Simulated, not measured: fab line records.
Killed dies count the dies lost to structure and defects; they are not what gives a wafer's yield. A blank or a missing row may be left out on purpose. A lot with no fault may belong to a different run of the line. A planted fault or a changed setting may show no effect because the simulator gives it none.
Matching of chambers :: flow n5Finfet :: N5_HKMG_FIN_ALD_75 on aldHk-03 has 4 sister chambers
The step deposits Al2O3, target thk 1 nm, co reactant pulse time 1 s. 14 wafers are shown with their chamber, then 7 later ones without.

## WAFERS PAIRED WITH THEIR CHAMBERS
wafer: L078.3
chamber: 0
heaterPowerW (W): 144
susceptorTempC (C): 149.75
precursorPulseHeightRel: 0.995

wafer: L078.4
chamber: 2
heaterPowerW (W): 156
susceptorTempC (C): 150.00
precursorPulseHeightRel: 0.989

wafer: L078.5
chamber: 0
heaterPowerW (W): 142
susceptorTempC (C): 150.13
precursorPulseHeightRel: 0.981

wafer: L083.2
chamber: 0
heaterPowerW (W): 144
susceptorTempC (C): 149.98
precursorPulseHeightRel: 1.006

wafer: L083.3
chamber: 3
heaterPowerW (W): 145
susceptorTempC (C): 150.00
precursorPulseHeightRel: 0.976

wafer: L083.6
chamber: 0
heaterPowerW (W): 142
susceptorTempC (C): 150.02
precursorPulseHeightRel: 1.004

wafer: L085.1
chamber: 2
heaterPowerW (W): 160
susceptorTempC (C): 149.79
precursorPulseHeightRel: 0.985

wafer: L085.4
chamber: 0
heaterPowerW (W): 144
susceptorTempC (C): 149.77
precursorPulseHeightRel: 0.940

wafer: L085.5
chamber: 3
heaterPowerW (W): 144
susceptorTempC (C): 150.28
precursorPulseHeightRel: 0.983

wafer: L091.1
chamber: 1
heaterPowerW (W): 154
susceptorTempC (C): 150.07
precursorPulseHeightRel: 1.037

wafer: L091.3
chamber: 3
heaterPowerW (W): 142
susceptorTempC (C): 150.00
precursorPulseHeightRel: 0.975

wafer: L091.6
chamber: 0
heaterPowerW (W): 147
susceptorTempC (C): 149.93
precursorPulseHeightRel: 1.014

wafer: L093.2
chamber: 3
heaterPowerW (W): 147
susceptorTempC (C): 150.05
precursorPulseHeightRel: 1.003

wafer: L093.4
chamber: 1
heaterPowerW (W): 161
susceptorTempC (C): 149.99
precursorPulseHeightRel: 0.978

SIGNATURES (averages over the wafers above)
reading: heaterPowerW
chamber 0: 143.83
chamber 1: 157.50
chamber 2: 158.00
chamber 3: 144.50
scatter within a chamber: 2.5

reading: susceptorTempC
chamber 0: 149.9300
chamber 1: 150.0300
chamber 2: 149.8950
chamber 3: 150.0825
scatter within a chamber: 0.137

reading: precursorPulseHeightRel
chamber 0: 0.99000
chamber 1: 1.00750
chamber 2: 0.98700
chamber 3: 0.98425
scatter within a chamber: 0.0243
Rule: distance of a wafer from a chamber = root of the sum over the readings of ((wafer's reading minus chamber's mean) / reading's scatter) squared. If the next closest chamber is less than 2 further off than the closest, the wafer can't be placed; otherwise it belongs to the closest. How the scatter is found: for the shown wafers, subtract from each reading the mean of its chamber, square and add these, divide the total by (wafers less chambers), then take the root.

## WAFERS MISSING THEIR CHAMBER
wafer: L093.6
heaterPowerW (W): 155
susceptorTempC (C): 150.06
precursorPulseHeightRel: 1.024

wafer: L094.1
heaterPowerW (W): 145
susceptorTempC (C): 149.97
precursorPulseHeightRel: 0.991

wafer: L094.5
heaterPowerW (W): 152
susceptorTempC (C): 149.83
precursorPulseHeightRel: 0.990

wafer: L094.6
heaterPowerW (W): 144
susceptorTempC (C): 150.04
precursorPulseHeightRel: 1.035

wafer: L096.1
heaterPowerW (W): 142
susceptorTempC (C): 149.80
precursorPulseHeightRel: 1.018

wafer: L096.2
heaterPowerW (W): 157
susceptorTempC (C): 150.09
precursorPulseHeightRel: 1.034

wafer: L096.6
heaterPowerW (W): 140
susceptorTempC (C): 149.99
precursorPulseHeightRel: 1.004

## EACH ONE'S CHAMBER
wafer: L093.6
from the rows above: can't be placed: 1 or 2
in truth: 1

wafer: L094.1
from the rows above: can't be placed: 0 or 3
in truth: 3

wafer: L094.5
from the rows above: can't be placed: 2 or 1 or 0 or 3
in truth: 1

wafer: L094.6
from the rows above: can't be placed: 0 or 3
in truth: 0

wafer: L096.1
from the rows above: can't be placed: 0 or 3
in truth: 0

wafer: L096.2
from the rows above: can't be placed: 1 or 2
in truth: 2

wafer: L096.6
from the rows above: can't be placed: 0 or 3
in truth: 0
0 of 7 placed correctly. Unplaceable from these rows: 7, with the true chamber sitting among the candidates in 7. 0 placed wrongly.
